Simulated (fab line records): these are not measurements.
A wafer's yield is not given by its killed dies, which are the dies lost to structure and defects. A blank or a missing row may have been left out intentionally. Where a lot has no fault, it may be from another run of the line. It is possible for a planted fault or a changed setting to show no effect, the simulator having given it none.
A single fault, viewed from 2 desks :: flow nand harc :: what lay behind the numbers comes last; until then each desk has only its own

== FROM THE METROLOGY DESK ==
What the gauges read, lot by lot, whatever tool the lot ran on: means of the sampled wafers that have a number. The brackets show how far a lot's mean lies from the usual mean; more than 4 standard deviations puts the lot out of limits, marked OUT.
Columns: A = overlay x nm at NHARC_A_SGD_CUT_OVL_MEAS_10, usual 0.0 nm; B = overlay y nm at NHARC_A_SGD_CUT_OVL_MEAS_10, usual 0.2 nm
lot: L744
first seen here: day 19 04:32
A: -1.6
B: -0.0

lot: L747
first seen here: day 20 02:32
A: 1.0
B: 0.3

lot: L749
first seen here: day 20 21:22
A: 0.7
B: -0.0

lot: L750
first seen here: day 20 22:36
A: -0.0
B: 0.3

lot: L754
first seen here: day 23 08:58
A: -0.4
B: 0.6

lot: L753
first seen here: day 23 09:13
A: 0.4
B: 0.1

lot: L756
first seen here: day 24 05:46
A: -0.0
B: -0.4

lot: L762
first seen here: day 26 16:20
A: 1.0
B: 0.4

lot: L763
first seen here: day 26 16:51
A: 1.1
B: 0.1

lot: L765
first seen here: day 28 10:08
A: 0.8
B: 0.1

lot: L767
first seen here: day 28 20:08
A: -0.1
B: 0.5

lot: L766
first seen here: day 28 20:25
A: -0.7
B: -1.0
This desk found nothing out of limits on any of the 12 lots.

== FOR THE TOOL OWNER'S DESK: rie diel-08 ==
The tool's own readings at NHARC_A_SGD_CUT_ETCH_16 (etches the open film in C4F8/O2/Ar, target depth 310.5 nm, time 155.2 s): means of the sampled wafers that have a number, for each lot that ran on this tool. The brackets show how far a lot's mean lies from the usual mean; more than 4 standard deviations puts the lot out of limits, marked OUT.
Columns: A = oes product au at NHARC_A_SGD_CUT_ETCH_16, usual 0.973 a.u.; B = rf fwd power W at NHARC_A_SGD_CUT_ETCH_16, usual 597.5 W; C = rf vpp V at NHARC_A_SGD_CUT_ETCH_16, usual 722 V
lot: L747
first seen here: day 20 03:13
A: 0.963
B: 598.9
C: 721

lot: L749
first seen here: day 20 22:04
A: 0.962
B: 597.5
C: 724

lot: L754
first seen here: day 23 09:46
A: 0.983
B: 597.4
C: 726

lot: L756
first seen here: day 24 06:32
A: 0.966
B: 597.8
C: 721

lot: L762
first seen here: day 26 17:07
A: 0.986
B: 597.0
C: 724

lot: L763
first seen here: day 26 17:45
A: 0.988
B: 597.8
C: 728
This desk found nothing out of limits on any of the 6 lots.

== TAKEN TOGETHER ==
Nothing out of limits was seen by the metrology desk.
The tool owner's desk saw nothing out of limits.

== WHAT WAS PUT IN BY THE SIMULATOR ==
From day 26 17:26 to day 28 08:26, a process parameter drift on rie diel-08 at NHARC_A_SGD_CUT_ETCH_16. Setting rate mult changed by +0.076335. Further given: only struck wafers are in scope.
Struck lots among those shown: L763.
